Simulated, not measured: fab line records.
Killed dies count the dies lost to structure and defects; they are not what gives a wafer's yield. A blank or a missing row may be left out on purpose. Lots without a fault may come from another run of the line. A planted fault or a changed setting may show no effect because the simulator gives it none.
A lot that was struck, set against a sound lot / flow nand harc / 23 steps out of a route of 1159
Sound: wafers L373.2, L373.3, L373.5. Wafers struck: L376.4, L376.5, L376.6. At the end, the cause is stated.
Each step with rows lists, per side, the tool, then ch with its chambers, then its first start. Under that, the readings that differ: sound wafers / struck wafers / difference of the means / sigmas: that difference in standard deviations of wafers without a fault.
alike: readings with means less than 2 such deviations apart, plus words and numbers identical on both sides. not compared: withheld readings, readings lacking a value on some wafer, bounds such as >300 that could conceal the same value, and numbers that have no deviation in the record and whose values overlap.
A row with sigmas, a row that says differs or no value, or rows on one side alone: a step with any of these is where the two part. Non-overlapping numbers with no deviation appear without sigmas and do not part them. A reading missing from all wafers of one side parts the sides only when that side holds two or more wafers.

NHARC_A_CONTACT_CMP_20: polishes, t overpolish 30 s, target thk 300 nm.
  sound on cmp-01 ch 0,2, day 18 22:34; struck on cmp-03 ch 0,3, day 21 04:25
  alike: motor current A, overpolish run s, time to endpoint s
after that, 1 step had no rows for these wafers: NHARC_A_CONTACT_SRD_22.
NHARC_A_CONTACT_INSPECT_23:
  sound: defect inspect-02 at day 18 22:56; struck: defect inspect-01 at day 21 04:49
  alike: raw defect count
then, 8 steps without rows for these wafers: NHARC_A_BLC_DEHYDRATE_00 (time 120 s); NHARC_A_BLC_HMDS_01 (time 30 s); NHARC_A_BLC_COAT_02 (time 75 s); NHARC_A_BLC_COAT_03 (time 65 s); NHARC_A_BLC_COAT_04 (resist thk 90 nm); NHARC_A_BLC_SOFTBAKE_05 (time 55 s); NHARC_A_BLC_EBR_06; NHARC_A_BLC_EXPOSE_07 (exposes mask A BLC, target cd 100 nm).
NHARC_A_BLC_PEB_08: peb time 65 s.
  sound on litho track-04 ch 0, day 18 23:14; struck on litho track-04 ch 0, day 21 05:14
  alike: resist line temp C
then, 1 step without rows for these wafers: NHARC_A_BLC_DEVELOP_09 (develop time 35 s).
NHARC_A_BLC_CD_MEAS_10: the cd target is 100 nm.
  sound on cd sem-01 ch 0, day 18 23:19; struck on cd sem-03 ch 0, day 21 05:20
reading=cd nm (nm); sound=99.2 100.5 99.6; struck=115.0 114.9 113.7; difference=+14.8; sigmas=+17
NHARC_A_BLC_OVL_MEAS_11:
  sound: overlay-02 at day 18 23:24; struck: overlay-02 at day 21 05:25
reading=overlay x nm (nm); sound=1.2 0.6 1.8; struck=-0.1 -1.3 -0.9; difference=-2.0; sigmas=-3
  alike: overlay y nm
NHARC_A_BLC_INSPECT_12:
  sound: defect inspect-01 at day 18 23:26; struck: defect inspect-02 at day 21 05:27
  alike: raw defect count
NHARC_A_BLC_DESCUM_15: chemistry O2, time 3 s.
  sound on rie diel-01 ch 0,1,3, day 18 23:31; struck on rie diel-01 ch 0,2,3, day 21 05:31
reading=model.A_BLC.cd nm (nm); sound=99.18 100.5 99.57; struck=114.5 114.5 113.2; difference=+14.3; sigmas=
  alike: drypump motor current A, oes product au, rf vpp V, showerhead plenum p Torr, throttle valve pct
  not compared: rf hours counter h
NHARC_A_BLC_ETCH_16: etches the open film in CF4, target depth 39 nm, time 65 s.
  sound on rie diel-01 ch 0,1, day 18 23:35; struck on rie diel-01 ch 0,1,2, day 21 05:36
  alike: drypump motor current A, oes product au, rf vpp V, showerhead plenum p Torr, throttle valve pct
  not compared: rf hours counter h
NHARC_A_BLC_ETCH_17: etches the open film in N2/H2, target depth 390 nm, time 609.38 s.
  sound: rie diel-01 ch 0,1; struck: rie diel-01 ch 2,3
  alike: drypump motor current A, oes product au, rf vpp V, showerhead plenum p Torr, throttle valve pct
  not compared: rf hours counter h
NHARC_A_BLC_ETCH_18: etches the open film in C4F8/O2/Ar, target depth 910 nm.
  sound: rie diel-01 ch 0,1; struck: rie diel-01 ch 0,1,3
reading=model.A_BLC.cd nm (nm); sound=95.5 104.8 101; struck=116.3 111.4 117; difference=+14.5; sigmas=
  alike: oes product au, rf vpp V
  not compared: rf hours counter h
NHARC_A_BLC_CD_MEAS_19:
  sound: cd sem-02 at day 19 00:28; struck: cd sem-03 at day 21 06:29
reading=cd nm (nm); sound=95.4 104.9 100.8; struck=116.7 111.7 116.9; difference=+14.7; sigmas=+5
NHARC_A_BLC_STRIP_29: strips in CF4.
  sound on rie diel-11 ch 0,1,3, day 19 00:34; struck on rie diel-11 ch 0,3, day 21 06:34
  alike: drypump motor current A, oes product au, rf vpp V, showerhead plenum p Torr, throttle valve pct
  not compared: rf hours counter h
-- record jumps: 2 days between struck wafers' starts before vs after; left off in module A_BLC, resumes in module END, first step shown is number 1159 of the route --
NHARC_END_SORT_01:
  here the record holds rows for the struck wafers (prober-01 ch 0, day 23 08:43) but none for the sound ones

== WHERE THEY PART ==
Last at NHARC_END_SORT_01 as far as this record goes, first at NHARC_A_BLC_CD_MEAS_10.

WHY: whatever the simulator had introduced
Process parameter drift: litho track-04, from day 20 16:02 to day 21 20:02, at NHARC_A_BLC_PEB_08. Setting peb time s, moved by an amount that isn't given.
